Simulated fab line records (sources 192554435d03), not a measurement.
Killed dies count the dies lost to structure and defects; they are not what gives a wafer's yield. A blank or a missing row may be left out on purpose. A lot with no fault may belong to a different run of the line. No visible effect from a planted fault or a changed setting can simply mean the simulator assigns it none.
fab line records	flow n5-finfet
record: lots: 5	wafers: 13	last-day: 18
route steps=1938 shown HKMG_FIN@436 GATE_CUT@465 BEOL_M4@1111 PASSIVATION@1936
lots that met no fault: taken from a fault-free run of the same line
start-h: hours from the record's first day to the start of the lot's first wafer shown	wait-h: hours elapsed since this lot's preceding step	" unchanged from the row above	L1.1+2: a row that stands for several wafers	- no value, or no start given	* or withheld: withheld	< > ~ a bound
route shown NAME@n: NAME is a module with steps in the file, n the number in the route of the first one	usual: mean/standard deviation taken from wafers without a fault	same: alike in all rows	chamber/n: place in a boat	sites: each site's reading	_std_site: how widely they spread, as a standard deviation	_edge_site: inner sites' mean taken away from outer sites' mean	radius-mm: how far each site lies from the wafer's centre	mask NAME#n: copy n	behind: the most recent tool/chamber to have shaped the wafer	hold: why the lot went on hold/how many hours it stayed there/how the hold came to an end	device: the transistor (n, p or np) that didn't switch	end of line: tests of these same wafers at the route's end	for a step that has no rows: nothing shown but its recipe	killed: not the wafer's yield, but the dies lost to structure and defects at the first sort	map: dies across one wafer; x = killed, . = not, _ = none there
set.NAME: the run value of the setting; set.NAME@STEP: its run value at that earlier step	model.NAME: the simulator's own value behind a step, which no gauge read
a table for each step, a row for each wafer; lots at some steps of the route
services: the hour from which a tool's chamber was out of use, counted from the record's first day as start-h (under 0 if before that day), plus the number of hours and why
== steps ==
step: N5_HKMG_FIN_STRIP_33
recipe: chemistry: N2/H2	temp-c: 40	n2-flow-sccm: 200	h2-flow-sccm: 200	rf-frequency-hz: 6e+07
step: N5_HKMG_FIN_STRIP_34
recipe: chemistry: CF4	resist: SiARC	power-w: 300	bias-power-w: 75	pressure-mtorr: 50	cf4-flow-sccm: 150	rf-frequency-hz: 6e+07
step: N5_HKMG_FIN_ETCH_35
recipe: chemistry: N2/H2	target: SOC	target-depth-a: 2158	ion-energy-ev: 65	bias-w: 5	source-w: 3000	time-s: 243.4	pressure-mtorr: 30	n2-flow-sccm: 200	h2-flow-sccm: 200
step: N5_HKMG_FIN_STRIP_92
recipe: chemistry: N2/H2	material: SOC	time-s: 20	power-w: 500	temp-c: 40	pressure-mtorr: 50	rf-frequency-hz: 6e+07	bias-power-w: 8	h2-frac: 0.5	n2-flow-sccm: 300	h2-flow-sccm: 300
step: N5_HKMG_FIN_WET_ETCH_18
recipe: chemistry: SC1	target: TiN	mix: 1:1:5	temp-c: *	time-s: 55	target-depth-nm: 5.2	dry: ipa-marangoni	rinse-time-s: 30	rinse-temp-c: 23
step: N5_HKMG_FIN_STRIP_19
recipe: chemistry: N2/H2	power-w: 2500	temp-c: 300	h2-frac: 0.65	time-s: 360	pressure-mtorr: withheld	n2-flow-sccm: 1750	h2-flow-sccm: 3250
step: N5_HKMG_FIN_ALD_91
recipe: material: TiN	target-thk-a: 10	temp-c: 400	ald-precursor-family: TiCl4	ald-co-reactant: NH3	pulse-time-s: 1	purge-time-s: 3	co-reactant-purge-time-s: 2	co-reactant-pulse-time-s: 2	ald-cycles: 47	pressure-torr: 3
step: N5_HKMG_FIN_COAT_85
recipe: resist: SOC	temp-c: 250	time-s: 60	spin-rpm: 1500	resist-thk-nm: 300
step: N5_HKMG_FIN_ETCH_86
recipe: chemistry: N2/H2	target: SOC	target-depth-a: 3932	stop-on: TiN	ion-energy-ev: 100	bias-w: 61	pressure-mtorr: 30	source-w: 850	n2-flow-sccm: 200	h2-flow-sccm: 200
step: N5_HKMG_FIN_STRIP_89
recipe: chemistry: N2/H2	material: SOC	time-s: 20	power-w: 500	temp-c: 40	pressure-mtorr: 50	rf-frequency-hz: 6e+07	bias-power-w: 8	h2-frac: 0.5	n2-flow-sccm: 300	h2-flow-sccm: 300
step: N5_HKMG_FIN_WET_ETCH_87
recipe: chemistry: SC1	target: TiN	mix: 1:2:40	temp-c: 50	time-s: 154.2	target-depth-nm: 4.7	dry: ipa-marangoni	rinse-time-s: 30	rinse-temp-c: 23
step: N5_HKMG_FIN_STRIP_88
recipe: chemistry: N2/H2	power-w: 2500	temp-c: 300	h2-frac: 0.65	time-s: 360	pressure-mtorr: withheld	n2-flow-sccm: 1750	h2-flow-sccm: 3250
step: N5_HKMG_FIN_NWFM_ALD_20
recipe: material: TiAlC	target-thk-a: 20	temp-c: 300	ald-precursor-family: TiCl4	ald-co-reactant: TEA	pulse-time-s: 3	purge-time-s: 2	co-reactant-purge-time-s: 2	co-reactant-pulse-time-s: 10	ald-cycles: 7	pressure-torr: 3
usual: ald-cycles: 7/0	heater-power-w: 465/57	precursor-pulse-height-rel: 1.003/0.02
lot.wafer	tool	chamber	start-h	wait-h	ald-cycles	heater-power-w	precursor-pulse-height-rel	since-wet-clean-h	model.TiAlC_of_HKMG_FIN_NWFM_ALD_20.thk-nm
L845.4	ald-metal-03	1	153.35	0.1	7	508	1.026	1355	2
L845.5	"	0	"	"	7	446	0.981	-	2
L845.6	"	3	"	"	7	445	0.973	-	2
L852.1	ald-metal-03	0	191.27	0.3	5	435	1.000	1393	1.4
L852.3	"	2	"	"	7	535	0.990	1393	2
L853.1	ald-metal-03	2	198.77	0.3	5	503	0.991	1400	1.4
L853.4	"	3	"	"	7	436	1.001	1400	2
L853.6	"	0	"	"	5	444	1.002	-	1.4
L854.5	ald-metal-03	3	205.40	0.1	7	444	1.004	-	2
L854.6	"	1	"	"	5	531	1.035	-	1.4
L855.2	ald-metal-02	3	209.52	0.3	7	469	1.005	6026	2
L855.4	"	2	"	"	7	403	0.994	6026	2
L855.6	"	1	"	"	7	468	1.017	-	2
step: N5_HKMG_FIN_ALD_71
recipe: material: TiN	target-thk-a: 10	temp-c: 400	ald-precursor-family: TiCl4	ald-co-reactant: NH3	pulse-time-s: 1	purge-time-s: 3	co-reactant-purge-time-s: 2	co-reactant-pulse-time-s: 2	ald-cycles: 47	pressure-torr: 3
step: N5_HKMG_FIN_COAT_66
recipe: resist: SOC	temp-c: 250	time-s: 60	spin-rpm: 1500	resist-thk-nm: 300
step: N5_HKMG_FIN_ETCH_67
recipe: chemistry: N2/H2	target: SOC	target-depth-a: 3889	stop-on: TiN	ion-energy-ev: 100	bias-w: 61	pressure-mtorr: 30	source-w: 850	n2-flow-sccm: 200	h2-flow-sccm: 200
step: N5_HKMG_FIN_STRIP_90
recipe: chemistry: N2/H2	material: SOC	time-s: 20	power-w: 500	temp-c: 40	pressure-mtorr: 50	rf-frequency-hz: 6e+07	bias-power-w: 8	h2-frac: 0.5	n2-flow-sccm: 300	h2-flow-sccm: 300
step: N5_HKMG_FIN_WET_ETCH_73
recipe: chemistry: SC1	mix: 1:2:40	temp-c: 50	time-s: 42.3	target-depth-nm: 1.3	dry: ipa-marangoni	rinse-time-s: 30	rinse-temp-c: 23
step: N5_HKMG_FIN_ETCHBACK_68
recipe: chemistry: Cl2/Ar	stop-on: HfO2	target-depth-a: 5	pressure-mtorr: 10	icp-w: 600	bias-w: 60	Cl2_flow_sccm: 40	Ar_flow_sccm: 60
step: N5_HKMG_FIN_STRIP_69
recipe: chemistry: N2/H2	power-w: 2500	temp-c: 300	h2-frac: 0.65	time-s: 360	pressure-mtorr: withheld	n2-flow-sccm: 1750	h2-flow-sccm: 3250
step: N5_HKMG_FIN_ALD_21
recipe: material: TiN	target-thk-a: 15	temp-c: 400	ald-precursor-family: TiCl4	ald-co-reactant: NH3	pulse-time-s: 1	purge-time-s: 3	co-reactant-purge-time-s: 2	co-reactant-pulse-time-s: 2	ald-cycles: 68	pressure-torr: 3
step: N5_HKMG_FIN_ALD_72
recipe: material: W	target-thk-a: 20	temp-c: 300	pressure-torr: 7.5	ald-precursor-family: WF6	ald-co-reactant: B2H6	pulse-time-s: 1	purge-time-s: 2	co-reactant-purge-time-s: 2	co-reactant-pulse-time-s: 3	ald-cycles: 7
step: N5_HKMG_FIN_W_FILL_22
recipe: material: W	target-thk-a: 600	temp-c: 400	pressure-torr: 39.4	time-s: 18.2
step: N5_HKMG_FIN_PRECLEAN_83
recipe: chemistry: DIW	time-s: 57.5	temp-c: 23
step: N5_HKMG_FIN_SRD_84
recipe: dry-time-s: 32	dry: n2-spin	spin-rpm: 1500
step: N5_HKMG_FIN_CMP_23
recipe: stop-on: SiNx	t-overpolish-s: 10	post-cmp-clean: rinse-only	down-force-psi: 4	platen-rpm: 50.289	pad-velocity-m-s: 1.0006	target-thk-nm: 46.326
step: N5_HKMG_FIN_CMP_94
recipe: stop-on: SiNx	post-cmp-clean: w-dilute-nh4oh	t-overpolish-s: 4.7	down-force-psi: 4	platen-rpm: 50.289	pad-velocity-m-s: 1.0006	target-thk-nm: 43.299
step: N5_GATE_CUT_ETCHBACK_00
recipe: chemistry: SF6/Cl2	target: W	pressure-mtorr: 8	icp-w: 900	bias-w: 80	SF6_flow_sccm: 40	Cl2_flow_sccm: 60
step: N5_GATE_CUT_ETCH_56
recipe: chemistry: Cl2/Ar	target: TiN	target-depth-a: 216	pressure-mtorr: 10	icp-w: 600	bias-w: 60	Cl2_flow_sccm: 40	Ar_flow_sccm: 60
step: N5_GATE_CUT_ETCHBACK_30
recipe: chemistry: Cl2/Ar	target: TiN	target-depth-a: 30	mode: isotropic	pressure-mtorr: 10	icp-w: 600	bias-w: 60	Cl2_flow_sccm: 40	Ar_flow_sccm: 60
step: N5_GATE_CUT_VAPOR_ETCH_60
recipe: chemistry: BCl3/Cl2	target: HfO2	mode: isotropic
step: N5_GATE_CUT_ETCH_58
recipe: chemistry: CH3F/O2	target: SiNx	target-depth-a: 170	time-s: 128.6	ion-energy-ev: 50	pressure-mtorr: 30	source-w: 415	bias-w: 21	Ar_flow_sccm: 150	CH3F_flow_sccm: 30	O2_flow_sccm: 20
step: N5_GATE_CUT_STRIP_59
recipe: chemistry: N2/H2	time-s: 20	power-w: 100	temp-c: 40	pressure-mtorr: 100	rf-frequency-hz: 6e+07	bias-power-w: 3	n2-flow-sccm: 300	h2-flow-sccm: 300
step: N5_GATE_CUT_PRECLEAN_31
recipe: temp-c: 23	chemistry: DIW	time-s: 300
step: N5_GATE_CUT_SRD_32
recipe: time-s: 30	temp-c: 23	rinse-liquid: diw	dry: ipa-marangoni
step: N5_GATE_CUT_SAC_CAP_01
recipe: material: SiNx	target-thk-a: 240	temp-c: 400	ald-precursor-family: SiH2I2	ald-co-reactant: N2/H2-plasma	pulse-time-s: 1	ald-cycles: 480	purge-time-s: 2	co-reactant-purge-time-s: 2	pressure-torr: 2
step: N5_GATE_CUT_PECVD_57
recipe: material: SiNx	target-thk-a: 210	temp-c: 400	precursor: SiH4/NH3/N2	pressure-torr: 1.5	rf-w: 300
step: N5_GATE_CUT_CMP_02
recipe: stop-on: SiO2	t-overpolish-s: 12.7	post-cmp-clean: alkaline-brush	down-force-psi: 2.5	platen-rpm: 51.8	pad-velocity-m-s: 1.0307	target-thk-nm: 0
step: N5_GATE_CUT_HM_DEP_46
recipe: material: SiO2	target-thk-a: 1300	temp-c: 400	precursor: TEOS/O2	pressure-torr: 6.5	rf-w: 900	teos-flow-sccm: 161.4	gas: O2	flow-sccm: 2650	time-s: 26.6
step: N5_BEOL_M4_RC_MEAS_101
usual: DIBL_N: 36.5/2.2	DIBL_P: 36.9/2.9	IOFF_N: 0.17/0.044	IOFF_N_85C: 3.2/0.72	IOFF_N_LIN: 0.076/0.017	IOFF_N_LONG: 5.47e-05/2.6e-06	IOFF_P: 0.22/0.052	IOFF_P_85C: 3.8/0.76	IOFF_P_LIN: 0.103/0.019	IOFF_P_LONG: 0.000104/9.8e-06	ION_N: 671/16	ION_P: 461/10	SS_N: 71.6/0.73	SS_P: 73.5/0.79	VT_N: 250/4.1	VT_N_LONG: 275.1/2.3	VT_N_LVT: 98/4.6	VT_P: -250/4.1	VT_P_LONG: -275/3.1	VT_P_LVT: -98/4
lot.wafer	tool	chamber	start-h	wait-h	DIBL_N[mV/V]	DIBL_P[mV/V]	IOFF_N[nA/um]	IOFF_N_85C[nA/um]	IOFF_N_LIN[nA/um]	IOFF_N_LONG[nA/um]	IOFF_P[nA/um]	IOFF_P_85C[nA/um]	IOFF_P_LIN[nA/um]	IOFF_P_LONG[nA/um]	ION_N[uA/um]	ION_P[uA/um]	SS_N[mV/dec]	SS_P[mV/dec]	VT_N[mV]	VT_N_LONG[mV]	VT_N_LVT[mV]	VT_P[mV]	VT_P_LONG[mV]	VT_P_LVT[mV]
L845.4	prober-02	0	259.03	0.5	38.6	40.0	0.23	4.3	0.104	5.71e-05	0.27	4.6	0.122	0.000102	699	472	72.3	73.7	245	274.4	89	-246	-273	-93
L845.5	"	0	"	"	37.7	37.5	0.20	3.8	0.088	5.75e-05	0.23	3.8	0.105	0.000102	671	457	72.1	74.2	247	271.3	93	-246	-272	-95
L845.6	"	0	"	"	38.1	40.1	0.22	4.1	0.101	5.65e-05	0.29	4.8	0.128	0.000109	689	473	71.1	74.0	245	274.9	89	-243	-274	-91
L852.1	prober-02	0	296.85	0.0	38.8	40.5	0.04	0.9	0.016	2.5e-05	0.40	6.3	0.177	0.000155	577	479	72.5	73.7	293	322.3	145	-237	-260	-84
L852.3	"	0	"	"	37.6	38.7	0.19	3.6	0.086	5.81e-05	0.23	4.0	0.106	9.9e-05	680	464	71.8	73.1	246	273.2	95	-248	-277	-97
L853.1	prober-02	0	315.57	0.0	37.2	37.1	0.03	0.8	0.015	2.79e-05	0.44	7.1	0.209	0.000187	572	489	71.5	74.5	297	320.5	141	-230	-254	-77
L853.4	"	0	"	"	37.0	37.2	0.19	3.6	0.087	6.07e-05	0.28	4.7	0.131	0.00012	690	481	71.4	74.3	248	269.6	93	-241	-268	-90
L853.6	"	0	"	"	32.8	32.4	0.02	0.6	0.011	2.74e-05	0.32	5.3	0.168	0.00019	562	492	69.6	72.9	299	319.1	145	-231	-254	-80
L855.2	prober-01	0	317.98	0.2	39.2	40.9	0.21	4.0	0.096	5.33e-05	0.29	4.7	0.120	9.8e-05	694	475	72.2	74.2	245	277.5	93	-246	-278	-94
L855.4	"	0	"	"	36.9	36.9	0.14	2.8	0.066	5.15e-05	0.21	3.6	0.094	0.000103	658	456	71.6	73.0	253	275.9	99	-251	-279	-98
L855.6	"	0	"	"	37.1	37.6	0.17	3.2	0.077	5.29e-05	0.21	3.7	0.098	9.8e-05	679	466	72.3	73.8	248	276.6	97	-251	-275	-97
L854.5	prober-02	0	318.84	0.6	36.9	34.8	0.13	2.6	0.061	5.14e-05	0.17	3.2	0.084	9.3e-05	645	441	71.2	73.5	254	276.9	104	-253	-278	-103
L854.6	"	0	"	"	38.1	36.7	0.03	0.7	0.011	2.41e-05	0.31	5.2	0.148	0.000144	550	471	71.9	73.2	302	327.7	153	-239	-261	-89
step: N5_PASSIVATION_PROBE_49
usual: defect-limited-yield: 91.3/1.4	killed_at_M0_to_M3: 36/10	killed_at_M4_up: 13/5.4	killed-at-contacts: 12/5.3	killed-at-front-end: 39/10	killed-at-other: 3.2/2.7	killed-dies: 103/16	killed-on-rim: 13/4	killed-open: 68/13	killed-short: 33/6.6	sort_bin_4_leakage: 0.01/0.031	sort_bin_5_function: 5.1/0.92	sort_bin_6_memory: 3.3/0.68	sort_bin_8_speed: 0.1/0.41	sort-n-pass: 1077/17	sort-yield-pct: 91.2/1.4
same: gross-dies: 1180	killed-at-back-side: 0
lot.wafer	tool	chamber	start-h	wait-h	defect-limited-yield[%]	killed_at_M0_to_M3	killed_at_M4_up	killed-at-contacts	killed-at-front-end	killed-at-other	killed-dies	killed-on-rim	killed-open	killed-short	sort_bin_4_leakage[%]	sort_bin_5_function[%]	sort_bin_6_memory[%]	sort_bin_8_speed[%]	sort-n-pass	sort-yield-pct[%]
L845.4	prober-01	-	365.76	0.3	91.2	28	21	6	41	8	104	16	76	21	0	5.3	2.8	0	1076	91.2
L845.5	prober-01	-	365.81	0.4	89.7	53	20	21	26	2	122	12	74	45	0	5.9	4.1	0	1058	89.7
L845.6	prober-01	-	365.86	0.4	90.5	37	18	8	41	8	112	20	75	31	0	5.0	4.3	0	1068	90.5
L852.1	prober-02	-	412.14	0.0	90.8	45	15	6	40	2	108	14	67	37	0.34	5.8	3.1	90.5	0	0
L852.3	prober-02	-	412.24	0.1	90.8	57	9	10	30	3	109	16	66	35	0	5.3	2.6	0	1071	90.8
L853.1	prober-01	-	429.92	0.0	91.8	33	16	9	34	5	97	14	63	32	0.25	4.6	3.3	91.5	0	0
L853.4	prober-01	-	430.07	0.2	89.7	39	22	12	46	2	121	23	80	36	0	6.4	3.4	0	1059	89.7
L853.6	prober-01	-	430.17	0.3	90.7	43	12	2	51	2	110	16	59	36	0	5.3	2.5	90.7	0	0
L854.5	prober-01	-	430.92	0.2	93.3	30	4	7	36	2	79	8	50	29	0	4.0	2.7	0	1101	93.3
L854.6	prober-01	-	430.97	0.3	92.3	33	9	11	35	3	91	10	56	28	0	4.3	2.6	92.3	0	0
L855.2	prober-01	-	432.45	0.1	87.9	46	10	24	57	6	143	15	101	40	0	6.6	5.1	0	1037	87.9
L855.4	prober-01	-	432.55	0.2	87.3	42	11	24	69	4	150	23	108	42	0	7.8	4.7	0	1030	87.3
L855.6	prober-01	-	432.65	0.3	90.6	40	15	20	32	4	111	14	86	23	0	5.3	3.7	0	1069	90.6
killed by level:class
L845.4 BEOL_M4:geometric-particle:open=14 BEOL_M0_SAQP:geometric-particle:open=10 FIN_SAQP:geometric-particle:open=8 HKMG_FIN:area-etch=7 STI_FIN_REVEAL:geometric-particle:open=6 BEOL_M2:geometric-particle:open=5 BEOL_M3:geometric-particle:open=5 DUMMY_GATE:geometric-particle:open=4
L845.5 BEOL_M0_SAQP:geometric-particle:short=15 MOL_CONTACT_COAG:geometric-particle:open=12 FIN_SAQP:geometric-particle:open=11 BEOL_M0_SAQP:geometric-particle:open=11 BEOL_M3:geometric-particle:open=10 MOL_CONTACT_COAG:geometric-particle:short=9 BEOL_M2:geometric-particle:open=8 BEOL_M4:geometric-particle:open=6
L845.6 FIN_SAQP:geometric-particle:open=18 BEOL_M0_SAQP:geometric-particle:open=11 BEOL_M0_SAQP:geometric-particle:short=8 BEOL_M4:geometric-particle:open=8 MOL_CONTACT_COAG:geometric-particle:open=7 FIN_SAQP:geometric-particle:short=5 BEOL_M3:geometric-particle:open=5 BEOL_M2:geometric-particle:open=4
L852.1 BEOL_M1:geometric-particle:open=13 BEOL_M3:geometric-particle:open=13 FIN_SAQP:geometric-particle:short=9 FIN_SAQP:geometric-particle:open=9 BEOL_M4:geometric-particle:open=8 STI_FIN_REVEAL:geometric-particle:open=6 BEOL_M2:geometric-particle:short=5 BEOL_M0_SAQP:geometric-particle:short=4
L852.3 BEOL_M2:geometric-particle:open=18 BEOL_M3:geometric-particle:open=12 BEOL_M0_SAQP:geometric-particle:short=9 MOL_CONTACT_COAG:geometric-particle:open=8 BEOL_M0_SAQP:geometric-particle:open=6 HKMG_FIN:area-etch=6 STI_FIN_REVEAL:geometric-particle:open=5 BEOL_M1:geometric-particle:open=4
L853.1 BEOL_M2:geometric-particle:open=10 BEOL_M4:geometric-particle:open=10 MOL_CONTACT_COAG:geometric-particle:open=8 BEOL_M0_SAQP:geometric-particle:short=8 FIN_SAQP:geometric-particle:open=7 FIN_SAQP:geometric-particle:short=6 STI_FIN_REVEAL:geometric-particle:open=6 STARTING-WAFER:geometric-particle:short=6
L853.4 BEOL_M4:geometric-particle:open=14 BEOL_M0_SAQP:geometric-particle:open=11 MOL_CONTACT_COAG:geometric-particle:open=10 BEOL_M0_SAQP:geometric-particle:short=8 STI_FIN_REVEAL:geometric-particle:open=7 BEOL_M1:geometric-particle:open=7 GATE_CUT:geometric-particle:short=5 FIN_SAQP:geometric-particle:open=4
L853.6 HKMG_FIN:area-etch=13 BEOL_M0_SAQP:geometric-particle:open=12 FIN_SAQP:geometric-particle:open=10 BEOL_M0_SAQP:geometric-particle:short=10 GATE_CUT:geometric-particle:short=7 STI_FIN_REVEAL:geometric-particle:open=7 BEOL_M2:geometric-particle:open=7 BEOL_M3:geometric-particle:open=6
L854.5 BEOL_M0_SAQP:geometric-particle:short=11 BEOL_M0_SAQP:geometric-particle:open=9 FIN_SAQP:geometric-particle:open=8 ILD0:geometric-particle:open=6 MOL_CONTACT_COAG:geometric-particle:open=5 FIN_SAQP:geometric-particle:short=4 STI_FIN_REVEAL:geometric-particle:open=4 STARTING-WAFER:geometric-particle:short=4
L854.6 MOL_CONTACT_COAG:geometric-particle:open=10 BEOL_M1:geometric-particle:open=10 BEOL_M0_SAQP:geometric-particle:short=9 STI_FIN_REVEAL:geometric-particle:open=7 ILD0:geometric-particle:open=6 BEOL_M0_SAQP:geometric-particle:open=6 HKMG_FIN:area-etch=6 BEOL_M1:geometric-particle:short=5
L855.2 STI_FIN_REVEAL:geometric-particle:open=25 MOL_CONTACT_COAG:geometric-particle:open=20 BEOL_M0_SAQP:geometric-particle:short=10 BEOL_M1:geometric-particle:open=10 BEOL_M0_SAQP:geometric-particle:open=8 BEOL_M2:geometric-particle:open=8 BEOL_M3:geometric-particle:open=6 STI_FIN_REVEAL:geometric-particle:short=5
L855.4 STI_FIN_REVEAL:geometric-particle:open=30 MOL_CONTACT_COAG:geometric-particle:open=21 BEOL_M3:geometric-particle:open=12 STI_FIN_REVEAL:geometric-particle:short=9 FIN_SAQP:geometric-particle:open=8 DUMMY_GATE:geometric-particle:open=7 BEOL_M2:geometric-particle:open=7 BEOL_M0_SAQP:geometric-particle:open=6
L855.6 MOL_CONTACT_COAG:geometric-particle:open=17 STI_FIN_REVEAL:geometric-particle:open=9 BEOL_M2:geometric-particle:open=9 BEOL_M3:geometric-particle:open=9 BEOL_M1:geometric-particle:open=8 BEOL_M5:geometric-particle:open=8 DUMMY_GATE:geometric-particle:open=4 GATE_CUT:geometric-particle:open=4
map L852.3 (x killed, . not)
_________________...........x________________
______________..........x......x_____________
___________...x.......x............__________
__________.....................x...._________
________...x.x........................_______
_______.....x..........................______
______.x..........x.......x.....x......._____
_____...........x....x..............x...x____
____x..x.xx...x...x...xx............x....x___
___......x.............x................x..__
___.........x....x..................xxx....__
__....x.x.................................x._
__................x.......x................._
_..x..x..................................x...
_........x.....x................x............
_........x........x..........................
_.x.........x.........x.............x........
_.....x.........x..................x....x....
_............................................
_........x.xx.......x........x......x..x.....
_.xx......x..x.....................x..x......
__..........x...x.....................x....._
__.....................x.x..x............x.x_
___................x..............x........__
___.x..................xx..x............xx.__
____.x.x.......x............x.............___
_____..x.....................x.......x...____
______........x.x...................x..._____
_______........................x.......______
________x..x............x............x_______
__________..x.....x.x............x.._________
___________...........x...x........__________
______________......x......x..x._____________
_________________............________________
map L853.4 (x killed, . not)
_________________.....x......________________
______________...............x.._____________
___________............x.....x..xx.__________
__________x........x................_________
________..x.................x........._______
_______..................x....x.....x..______
______.........xx.x.xx................x._____
_____.x......x.x..................x......____
____....x..........xx...x...........x.....___
___.......x........x..........x..........x.__
___..x....xx....x.................x........__
__..x.............x..x...............x......_
__....x..........x........x...xx...x...x...._
_..........................x.x........x.....x
_...........x.....x...x...x....x............x
_...x..x............x....x.....x.............
_.......................................x....
_.x.......x.x....................x.x......x..
_.................x..........x...x...........
_x........xx...x.....................x...xx..
_..x.........................x.x.x..........x
__........x........................x........_
__.........................................._
___..x...x...x......x..............x.......__
___.x...........................x.....x....__
____....x.........x...........x..........x___
_____....x.........x.....................____
______..x..x...........x................_____
_______.....x.x.......x...x.......x....______
________.....x.....................x.x_______
__________.x..x...x................x_________
___________........x...............__________
______________x.............x..._____________
_________________...x.x......________________
== services ==
tool	chamber	start-h	hours	kind
ald-metal-02	-	136.53	2.8	pm
ald-metal-03	2	203.26	5.1	repair
== key ==
first-sign: step: N5_HKMG_FIN_NWFM_ALD_20	reading: ald-cycles	direction: down	sigmas: 99+	usual: *	struck: *
effect: step: N5_BEOL_M4_RC_MEAS_101	reading: VT_N_LONG	direction: up	sigmas: 20	usual: 275.1	struck: 322.4
effect: step: N5_BEOL_M4_RC_MEAS_101	reading: VT_N	direction: up	sigmas: 12	usual: 250	struck: 298
effect: step: N5_BEOL_M4_RC_MEAS_101	reading: IOFF_N_LONG	direction: down	sigmas: 11	usual: 5.47e-05	struck: 2.61e-05
effect: step: N5_BEOL_M4_RC_MEAS_101	reading: VT_N_LVT	direction: up	sigmas: 10	usual: 98	struck: 146
effect: step: N5_BEOL_M4_RC_MEAS_101	reading: IOFF_P_LONG	direction: up	sigmas: 6.7	usual: 0.000104	struck: 0.000169
effect: step: N5_BEOL_M4_RC_MEAS_101	reading: ION_N	direction: down	sigmas: 6.5	usual: 671	struck: 565
effect: step: N5_BEOL_M4_RC_MEAS_101	reading: VT_P_LONG	direction: up	sigmas: 6	usual: -275	struck: -257
effect: step: N5_BEOL_M4_RC_MEAS_101	reading: VT_P_LVT	direction: up	sigmas: 4	usual: -98	struck: -82
effect: step: N5_BEOL_M4_RC_MEAS_101	reading: IOFF_P_LIN	direction: up	sigmas: 3.9	usual: 0.103	struck: 0.175
effect: step: N5_BEOL_M4_RC_MEAS_101	reading: VT_P	direction: up	sigmas: 3.8	usual: -250	struck: -234
effect: step: N5_BEOL_M4_RC_MEAS_101	reading: IOFF_N_LIN	direction: down	sigmas: 3.7	usual: 0.076	struck: 0.013
effect: step: N5_BEOL_M4_RC_MEAS_101	reading: IOFF_N_85C	direction: down	sigmas: 3.4	usual: 3.2	struck: 0.7
effect: step: N5_PASSIVATION_PROBE_49	reading: sort_bin_8_speed	direction: up	sigmas: 99+	usual: 0.1	struck: 91.2
model-effect: step: N5_HKMG_FIN_NWFM_ALD_20	value: TiAlC_of_HKMG_FIN_NWFM_ALD_20.thk-nm	without: 2	struck: 1.4
met-at N5_HKMG_FIN_NWFM_ALD_20
struck-wafers L852.1,L853.1,L853.6,L854.6
baseline-loss: step: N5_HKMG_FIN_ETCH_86	wafers: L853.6
onset-between 153.35 191.27
fault: kind: process-parameter-drift	tool: ald-metal-03	chamber: -	onset-h: 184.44	steps: N5_HKMG_FIN_NWFM_ALD_20	channel: ald-cycles	offset: *	shape: step	end-h: 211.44	scope: struck-wafers-only	acts-in: *	stated: *
baseline-loss: these wafers lose ten dies or more at that step, a loss of the line's own and not of a fault; the sort's usual values leave them out
